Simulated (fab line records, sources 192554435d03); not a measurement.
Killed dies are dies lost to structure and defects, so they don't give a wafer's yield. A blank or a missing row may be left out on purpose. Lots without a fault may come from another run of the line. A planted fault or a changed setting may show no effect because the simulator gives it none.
Which tool did it? | flow n5_finfet | 12 lots, 36 wafers sampled, at 2 steps of a route of 1938

WHAT THE GAUGES READ, wafer by wafer
N5_BEOL_M4_THK_MEAS_53: measures by xrf.
lot  | measured     | on            | M4_THK (nm)
L075 | day 8 14:22  | film_metro-02 | 40.7 39.4 39.0
L078 | day 9 08:08  | film_metro-01 | 37.6 41.4 40.3
L079 | day 9 13:21  | film_metro-01 | 39.6 38.2 38.3
L081 | day 9 21:20  | film_metro-01 | 40.9 39.0 38.7
L082 | day 10 15:44 | film_metro-01 | 42.9 41.6 43.7
L084 | day 10 18:26 | film_metro-02 | 39.8 38.3 41.3
L087 | day 11 16:53 | film_metro-02 | 38.9 43.2 39.2
L090 | day 12 09:25 | film_metro-01 | 39.9 40.6 41.5
L092 | day 12 16:13 | film_metro-01 | 40.8 42.5 42.4
L093 | day 12 21:00 | film_metro-02 | 41.5 39.9 38.9
L095 | day 13 20:59 | film_metro-01 | 39.8 41.6 41.5
L097 | day 14 00:08 | film_metro-01 | 40.3 42.1 40.2

WHICH TOOL RAN EACH LOT (tool, then ch and the chambers of the sampled wafers, then the start)
lot  | N5_BEOL_M4_SPUTTER_94
L075 | pvd_sputter-03, day 8 13:18
L078 | pvd_sputter-01, day 9 07:05
L079 | pvd_sputter-03, day 9 11:53
L081 | pvd_sputter-03, day 9 20:19
L082 | pvd_sputter-02, day 10 14:06
L084 | pvd_sputter-03, day 10 17:25
L087 | pvd_sputter-02, day 11 15:37
L090 | pvd_sputter-02, day 12 08:24
L092 | pvd_sputter-03, day 12 15:12
L093 | pvd_sputter-02, day 12 19:59
L095 | pvd_sputter-03, day 13 19:59
L097 | pvd_sputter-01, day 13 23:07
- N5_BEOL_M4_SPUTTER_94: material Cu, target thk 4.5 nm, time 8.29 s.

THE ANSWER, worked out from the rows above alone
Rule: what is usual is taken from the lots themselves. Put in order of their means at a reading, lots are off if they are a third of the lots or fewer, leave a main group of 4 or more, and stand apart from it by a gap of 3 or more times the standard deviation of the main group's means; of several such gaps the widest counts. A main group whose means are all the same, to the digits that the tables above print for the reading, isn't used. A lot without any number at a reading at which 4 lots or more have one is off too. The other lots that the step has rows for count as sound.
No lot is off at any reading shown: from this, nothing can be told.

WHAT THE SIMULATOR HAD PUT IN
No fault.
